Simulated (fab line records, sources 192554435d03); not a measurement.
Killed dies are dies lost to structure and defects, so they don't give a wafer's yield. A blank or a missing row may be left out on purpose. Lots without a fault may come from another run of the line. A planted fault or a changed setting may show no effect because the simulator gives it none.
Which tool did it? | flow n5_finfet | 9 lots, 27 wafers sampled, at 2 steps of a route of 1938

WHAT THE GAUGES READ, wafer by wafer
N5_BEOL_M4_RC_MEAS_101. Usual: DIBL_N 36.4 mV/V, standard deviation 2.7; DIBL_P 36 mV/V, standard deviation 3.2; IOFF_N 0.16 nA/um, standard deviation 0.046; IOFF_P 0.21 nA/um, standard deviation 0.055; ION_N 677 uA/um, standard deviation 15; ION_P 464 uA/um, standard deviation 11; SS_N 71.5 mV/dec, standard deviation 0.79; SS_P 73.3 mV/dec, standard deviation 0.93; VT_N 250 mV, standard deviation 4.1; VT_P -251 mV, standard deviation 4.4.
lot  | measured     | on        | DIBL_N (mV/V)  | DIBL_P (mV/V) | IOFF_N (nA/um) | IOFF_P (nA/um) | ION_N (uA/um) | ION_P (uA/um) | SS_N (mV/dec)  | SS_P (mV/dec)  | VT_N (mV)   | VT_P (mV)      | flag
L173 | day 7 22:32  | prober-02 | 37.0 43.5 39.5 | 35 44 38      | 0.16 0.32 0.22 | 0.21 0.42 0.29 | 680 733 692   | 467 500 479   | 71.0 72.7 71.5 | 73.8 76.2 73.5 | 249 242 244 | -249 -240 -245 |
L175 | day 8 21:05  | prober-01 | 38.3 37.2 35.4 | 40 38 36      | 0.22 0.19 0.16 | 0.36 0.28 0.26 | 695 691 682   | 487 478 481   | 72.9 72.2 72.0 | 73.0 73.6 73.0 | 242 245 248 | -239 -242 -243 |
L176 | day 9 14:45  | prober-02 | 31.4 36.5 35.3 | 29 36 34      | 0.09 0.17 0.14 | 0.13 0.21 0.18 | 648 691 677   | 452 470 463   | 69.9 71.7 71.3 | 71.0 72.6 72.5 | 256 246 252 | -257 -249 -253 |
L179 | day 10 16:43 | prober-01 | 36.5           | 38            | 0.17           | 0.23           | 687           | 472           | 71.7           | 72.6           | 248         | -250           |
L182 | day 10 22:23 | prober-02 | 37.7 36.7      | 38 36         | 0.19 0.15      | 0.23 0.19      | 709 672       | 480 457       | 71.3 71.5      | 73.8 73.1      | 243 251     | -249 -252      |
L186 | day 11 17:33 | prober-02 | 33.3 38.7 36.7 | 34 39 35      | 0.12 0.24 0.18 | 0.18 0.25 0.19 | 656 684 653   | 454 456 445   | 71.3 72.1 72.6 | 73.1 75.0 73.5 | 254 244 252 | -254 -251 -254 |
L185 | day 11 23:30 | prober-01 | 34.6 39.2 42.8 | 35 41 45      | 0.13 0.20 0.29 | 0.16 0.24 0.35 | 667 671 698   | 461 459 474   | 71.4 72.4 73.4 | 72.8 74.0 75.4 | 254 251 245 | -254 -249 -246 |
L191 | day 13 05:12 | prober-02 | 36.9 37.6 37.0 | 38 37 36      | 0.17 0.17 0.17 | 0.24 0.24 0.22 | 689 675 676   | 475 466 454   | 71.3 72.1 71.6 | 74.3 74.6 74.0 | 247 249 248 | -247 -248 -247 |
L193 | day 14 04:37 | prober-02 | 36.8 37.1 37.0 | 37 38 38      | 0.19 0.20 0.17 | 0.23 0.23 0.23 | 697 694 673   | 475 466 466   | 71.2 71.2 71.6 | 72.9 73.8 74.1 | 246 246 247 | -248 -253 -251 |

WHICH TOOL RAN EACH LOT (tool, then ch and the chambers of the sampled wafers, then the start)
lot  | N5_BEOL_M0_ETCH_109
L173 | rie_diel-04 ch 2,3, day 6 01:55
L175 | rie_diel-01 ch 0,1,2, day 6 11:04
L176 | rie_diel-04 ch 0,2,3, day 7 00:59
L179 | rie_diel-04 ch 0,2, day 7 18:43
L182 | rie_diel-04 ch 0,1, day 8 17:19
L186 | rie_diel-06 ch 0,1,2, day 9 10:44
L185 | rie_diel-01 ch 0,2, day 9 10:56
L191 | rie_diel-01 ch 0,2, day 10 15:37
L193 | rie_diel-04 ch 0,1,2, day 11 09:41
- N5_BEOL_M0_ETCH_109: etches SiCN in CH3F/O2, target depth 8 nm, overetch 2.4 nm, time 27.4 s.

WHAT THE TOOLS THEMSELVES READ (means of the sampled wafers that have a number; where no wafer has one, the mark that the record gives instead)
N5_BEOL_M0_ETCH_109. Usual: drypump_motor_current_A 5.6 A, standard deviation 0.42; oes_product_au 0.69 a.u., standard deviation 0.067; rf_vpp_V 297.4 V, standard deviation 1.6; showerhead_plenum_p_Torr 2.01 Torr, standard deviation 0.065; throttle_valve_pct 16.24 %, standard deviation 0.2.
lot  | tool        | drypump_motor_current_A (A) | oes_product_au (a.u.) | rf_vpp_V (V) | showerhead_plenum_p_Torr (Torr) | throttle_valve_pct (%) | flag
L173 | rie_diel-04 | 5.4                         | 0.69                  | 296.1        | 1.96                            | 16.24                  |
L175 | rie_diel-01 | 5.4                         | 0.70                  | 297.9        | 2.01                            | 16.27                  |
L176 | rie_diel-04 | 5.7                         | 0.67                  | 295.6        | 1.96                            | 16.17                  |
L179 | rie_diel-04 | 6.0                         | 0.61                  | 296.5        | 1.95                            | 16.10                  |
L182 | rie_diel-04 | 5.8                         | 0.58                  | 297.3        | 2.02                            | 16.48                  |
L186 | rie_diel-06 | 5.8                         | 0.69                  | 298.6        | 2.07                            | 16.14                  |
L185 | rie_diel-01 | 5.5                         | 0.73                  | 296.9        | 1.99                            | 16.12                  |
L191 | rie_diel-01 | 5.3                         | 0.70                  | 298.2        | 2.04                            | 16.18                  |
L193 | rie_diel-04 | 5.9                         | 0.68                  | 297.9        | 1.98                            | 16.17                  |

THE ANSWER, worked out from the rows above alone
Rule: a lot is off if the mean of its wafers that have a number lies more than 3 standard deviations from the usual mean. A lot without any number at a reading at which 4 lots or more have one is off too. The other lots that the step has rows for count as sound. The gauges are gone through in route order, then the tools' own readings, and for those a lot's mean is taken as printed above. The first step at which some lot is off is used, and at that step the reading that is off furthest; a lot without a number counts as furthest.
No lot is off at any reading shown: from this, nothing can be told.

WHAT THE SIMULATOR HAD PUT IN
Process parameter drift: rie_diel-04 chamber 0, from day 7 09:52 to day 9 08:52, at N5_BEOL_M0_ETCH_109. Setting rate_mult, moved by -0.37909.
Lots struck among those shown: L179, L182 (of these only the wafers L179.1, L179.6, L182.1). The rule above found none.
